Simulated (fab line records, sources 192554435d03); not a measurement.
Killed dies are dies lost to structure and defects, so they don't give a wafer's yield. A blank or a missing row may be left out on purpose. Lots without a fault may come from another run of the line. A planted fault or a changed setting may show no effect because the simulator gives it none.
Chamber matching | flow n5_finfet | N5_BEOL_M14_ILD_DEP_00 on pecvd-01: 3 sister chambers
The step deposits SiO2 from TEOS/O2, target thk 1119.3 nm, time 237.4 s. 6 wafers are shown with their chamber, then 8 later ones without.

WAFERS WITH THEIR CHAMBER
wafer  | chamber | throttle_valve_pct (%) | showerhead_plenum_p_Torr (Torr)
L260.3 | 1       | 18.7                   | 8.30
L266.2 | 0       | 17.7                   | 8.38
L266.5 | 2       | 17.1                   | 8.36
L265.1 | 2       | 17.2                   | 8.36
L265.3 | 1       | 18.7                   | 8.28
L275.1 | 0       | 17.6                   | 8.41

WAFERS WITHOUT THEIR CHAMBER
wafer  | throttle_valve_pct (%) | showerhead_plenum_p_Torr (Torr)
L275.2 | 17.3                   | 8.36
L275.3 | 18.6                   | 8.29
L279.2 | 17.6                   | 8.41
L279.3 | 18.9                   | 8.30
L279.6 | 18.7                   | 8.32
L280.1 | 17.6                   | 8.39
L280.3 | 17.2                   | 8.35
L280.6 | 17.8                   | 8.38

WHICH CHAMBER EACH WENT THROUGH
wafer  | from the rows above | in truth
L275.2 | 2                   | 2
L275.3 | 1                   | 1
L279.2 | 0                   | 0
L279.3 | 1                   | 1
L279.6 | 1                   | 1
L280.1 | 0                   | 0
L280.3 | 2                   | 2
L280.6 | 0                   | 0
Placed correctly: 8 of 8. Can't be placed from these rows: 0. Placed wrongly: 0.
How it was worked out, from the rows above alone: a wafer's distance from a chamber is the root of the sum, over the readings, of the square of ((its reading less the chamber's mean) divided by the reading's scatter). The wafer belongs to the nearest chamber; if the next one is less than 2 further off, it can't be placed. A chamber's mean is the mean of its shown wafers. The scatter: the root of (the sum of the squares of (reading less its chamber's mean) over the shown wafers, divided by (wafers less chambers)).
